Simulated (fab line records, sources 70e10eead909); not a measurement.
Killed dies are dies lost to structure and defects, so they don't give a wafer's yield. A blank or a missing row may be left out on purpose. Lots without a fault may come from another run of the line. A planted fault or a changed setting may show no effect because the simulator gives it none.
Chamber matching | flow nand_harc | NHARC_A_M0_DESCUM_14 on rie_diel-07: 4 sister chambers
The step chemistry O2, time 3 s. 4 wafers are shown with their chamber, then 11 later ones without.

WAFERS WITH THEIR CHAMBER
wafer  | chamber | drypump_motor_current_A (A)
L083.5 | 2       | 5.6
L086.3 | 1       | 6.5
L086.5 | 0       | 5.8
L088.2 | 3       | 5.3

WAFERS WITHOUT THEIR CHAMBER
wafer  | drypump_motor_current_A (A)
L088.4 | 5.8
L088.5 | 5.9
L091.1 | 6.5
L091.3 | 5.3
L091.6 | 5.3
L094.4 | 5.2
L094.5 | 6.5
L094.6 | 5.9
L096.3 | 6.5
L096.4 | 5.6
L096.5 | 5.8

WHICH CHAMBER EACH WENT THROUGH
wafer  | from the rows above | in truth
L088.4 | 0                   | 0
L088.5 | 0                   | 0
L091.1 | 1                   | 1
L091.3 | 3                   | 3
L091.6 | 3                   | 3
L094.4 | 3                   | 3
L094.5 | 1                   | 1
L094.6 | 0                   | 0
L096.3 | 1                   | 1
L096.4 | 2                   | 2
L096.5 | 0                   | 0
Placed correctly: 11 of 11. Can't be placed from these rows: 0. Placed wrongly: 0.
How it was worked out, from the rows above alone: a wafer's distance from a chamber is the root of the sum, over the readings, of the square of ((its reading less the chamber's mean) divided by the reading's scatter). The wafer belongs to the nearest chamber; if the next one is less than 2 further off, it can't be placed. A chamber's mean is the mean of its shown wafers. The scatter: with one shown wafer a chamber, the root of the mean of the squares of how far each hidden wafer lies from its nearest shown one.
